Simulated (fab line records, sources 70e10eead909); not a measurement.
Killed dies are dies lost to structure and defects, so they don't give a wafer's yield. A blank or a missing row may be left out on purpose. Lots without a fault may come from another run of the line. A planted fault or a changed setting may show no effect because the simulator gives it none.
Which tool did it? | flow nand_harc | 14 lots, 42 wafers sampled, at 5 steps of a route of 1302

WHAT THE GAUGES READ, wafer by wafer
NHARC_A_START_INSPECT_01. Usual: raw_defect_count 3.5, standard deviation 1.9.
lot  | measured     | on                | raw_defect_count | flag
L542 | day 6 18:05  | defect_inspect-02 | 4 4 9            |
L543 | day 6 23:52  | defect_inspect-02 | 2 2 2            |
L544 | day 7 13:40  | defect_inspect-02 | 4 4 5            |
L546 | day 8 09:13  | defect_inspect-01 | 4 1 3            |
L547 | day 8 16:28  | defect_inspect-01 | 2 3 5            |
L548 | day 9 04:33  | defect_inspect-02 | 2 5 1            |
L549 | day 9 20:29  | defect_inspect-02 | 7 4 2            |
L550 | day 10 02:14 | defect_inspect-02 | 3 1 6            |
L551 | day 11 00:41 | defect_inspect-02 | 2 3 3            |
L553 | day 11 07:33 | defect_inspect-01 | 2 3 5            |
L552 | day 11 09:23 | defect_inspect-01 | 4 4 2            |
L556 | day 12 16:37 | defect_inspect-01 | 1 3 6            |
L561 | day 14 13:35 | defect_inspect-01 | 7 1 5            |
L563 | day 15 14:49 | defect_inspect-01 | 3 0 6            |

NHARC_A_ZERO_WELL_CD_MEAS_10: target cd 2000 nm. Usual: cd_nm 2000.3 nm, standard deviation 1.4.
lot  | measured     | on        | cd_nm (nm)           | flag
L542 | day 6 18:47  | cd_sem-02 | 2001.5 2000.7 2002.4 |
L543 | day 7 00:42  | cd_sem-02 | 2001.2 2000.5 2001.7 |
L544 | day 7 14:22  | cd_sem-03 | 2000.9 1996.8 1997.4 |
L546 | day 8 09:56  | cd_sem-01 | 2002.4 2000.5 1999.9 |
L547 | day 8 17:18  | cd_sem-02 | 2000.0 1999.0 2000.7 |
L548 | day 9 05:23  | cd_sem-01 | 2001.0 2001.0 1998.4 |
L549 | day 9 21:13  | cd_sem-02 | 2000.3 2001.3 2001.7 |
L550 | day 10 03:05 | cd_sem-01 | 2000.1 2000.6 2001.8 |
L551 | day 11 01:24 | cd_sem-02 | 2000.6 1999.6 2001.5 |
L553 | day 11 08:23 | cd_sem-03 | 2001.3 2001.7 2000.8 |
L552 | day 11 10:14 | cd_sem-01 | 2001.9 2000.6 2000.5 |
L556 | day 12 17:31 | cd_sem-03 | 2000.1 1998.5 2002.5 |
L561 | day 14 14:26 | cd_sem-01 | 1999.0 2002.3 1999.9 |
L563 | day 15 15:43 | cd_sem-01 | 2000.0 2000.8 2001.0 |

NHARC_A_ONON_D1_THK_MEAS_27: measures by ellipsometry. Usual: thk_nm 1002 nm, standard deviation 10.
lot  | measured     | on            | thk_nm (nm)    | flag
L542 | day 8 03:23  | film_metro-01 | 1023 1022 1022 |
L543 | day 8 13:56  | film_metro-01 | 990 990 990    |
L544 | day 9 00:31  | film_metro-01 | 1001 1000 1003 |
L546 | day 9 20:40  | film_metro-01 | 1011 1010 1012 |
L547 | day 10 03:13 | film_metro-02 | 1002 1005 1004 |
L548 | day 10 15:22 | film_metro-01 | 996 996 997    |
L549 | day 11 08:02 | film_metro-02 | 988 992 989    |
L550 | day 11 15:32 | film_metro-01 | 1011 1008 1009 |
L551 | day 12 14:26 | film_metro-02 | 1011 1010 1012 |
L553 | day 12 19:29 | film_metro-02 | 996 995 995    |
L552 | day 12 19:29 | film_metro-01 | 991 991 990    |
L556 | day 14 04:25 | film_metro-02 | 996 994 997    |
L561 | day 16 05:08 | film_metro-02 | 956 956 957    | OFF
L563 | day 17 02:37 | film_metro-01 | 950 948 949    | OFF

NHARC_A_CHANNEL_HOLE_D1_INSPECT_12. Usual: raw_defect_count 5.2, standard deviation 2.6.
lot  | measured     | on                | raw_defect_count | flag
L542 | day 8 07:19  | defect_inspect-02 | 4 2 3            |
L543 | day 8 17:50  | defect_inspect-01 | 3 7 2            |
L544 | day 9 04:28  | defect_inspect-01 | 8 4 4            |
L546 | day 10 00:51 | defect_inspect-01 | 5 4 5            |
L547 | day 10 07:34 | defect_inspect-01 | 3 2 1            |
L548 | day 10 19:20 | defect_inspect-01 | 2 5 6            |
L549 | day 11 14:28 | defect_inspect-01 | 11 6 6           |
L550 | day 11 22:35 | defect_inspect-02 | 8 6 3            |
L551 | day 12 18:23 | defect_inspect-02 | 5 10 6           |
L553 | day 13 03:13 | defect_inspect-02 | 4 9 3            |
L552 | day 13 03:23 | defect_inspect-01 | 3 11 6           |
L556 | day 14 09:56 | defect_inspect-01 | 4 3 4            |

WHICH TOOL RAN EACH LOT (tool, then ch and the chambers of the sampled wafers, then the start)
lot  | NHARC_A_ONON_D1_DEP_25
L542 | pecvd_onon-02 ch 0, day 8 02:52
L543 | pecvd_onon-03 ch 0, day 8 13:26
L544 | pecvd_onon-03 ch 0, day 9 00:04
L546 | pecvd_onon-02 ch 0, day 9 20:09
L547 | pecvd_onon-04 ch 0, day 10 02:49
L548 | pecvd_onon-04 ch 0, day 10 14:52
L549 | pecvd_onon-02 ch 0, day 11 07:35
L550 | pecvd_onon-03 ch 0, day 11 15:05
L551 | pecvd_onon-02 ch 0, day 12 13:56
L553 | pecvd_onon-03 ch 0, day 12 18:58
L552 | pecvd_onon-04 ch 0, day 12 19:06
L556 | pecvd_onon-03 ch 0, day 14 03:55
L561 | pecvd_onon-02 ch 0, day 16 04:44
L563 | pecvd_onon-02 ch 0, day 17 02:09
- NHARC_A_ONON_D1_DEP_25: target thk 1000 nm.

WHAT THE TOOLS THEMSELVES READ (means of the sampled wafers that have a number; where no wafer has one, the mark that the record gives instead)
NHARC_A_ONON_D1_DEP_25. Usual: sih4_flow_sccm 209.9 sccm, standard deviation 0.58.
lot  | tool          | sih4_flow_sccm (sccm) | flag
L542 | pecvd_onon-02 | 210.4                 |
L543 | pecvd_onon-03 | 209.9                 |
L544 | pecvd_onon-03 | 210.2                 |
L546 | pecvd_onon-02 | 210.0                 |
L547 | pecvd_onon-04 | 209.5                 |
L548 | pecvd_onon-04 | 209.4                 |
L549 | pecvd_onon-02 | 210.3                 |
L550 | pecvd_onon-03 | 209.5                 |
L551 | pecvd_onon-02 | 209.9                 |
L553 | pecvd_onon-03 | 209.3                 |
L552 | pecvd_onon-04 | 209.7                 |
L556 | pecvd_onon-03 | 210.8                 |
L561 | pecvd_onon-02 | 210.9                 |
L563 | pecvd_onon-02 | 208.8                 |

THE ANSWER, worked out from the rows above alone
Rule: a lot is off if the mean of its wafers that have a number lies more than 3 standard deviations from the usual mean. A lot without any number at a reading at which 4 lots or more have one is off too. The other lots that the step has rows for count as sound. The gauges are gone through in route order, then the tools' own readings, and for those a lot's mean is taken as printed above. The first step at which some lot is off is used, and at that step the reading that is off furthest; a lot without a number counts as furthest.
Off: L561, L563, at NHARC_A_ONON_D1_THK_MEAS_27 (thk_nm).
A tool fits if, at a process step before that reading, it ran every lot that is off, and no sound lot after the first of them. The gauges at NHARC_A_ONON_D1_THK_MEAS_27 are tried like those tools. One fits: pecvd_onon-02 at NHARC_A_ONON_D1_DEP_25. Its last sound lot is L551 (day 12 13:56), its first lot that is off L561 (day 16 04:44): a fault that began between those two fits.

WHAT THE SIMULATOR HAD PUT IN
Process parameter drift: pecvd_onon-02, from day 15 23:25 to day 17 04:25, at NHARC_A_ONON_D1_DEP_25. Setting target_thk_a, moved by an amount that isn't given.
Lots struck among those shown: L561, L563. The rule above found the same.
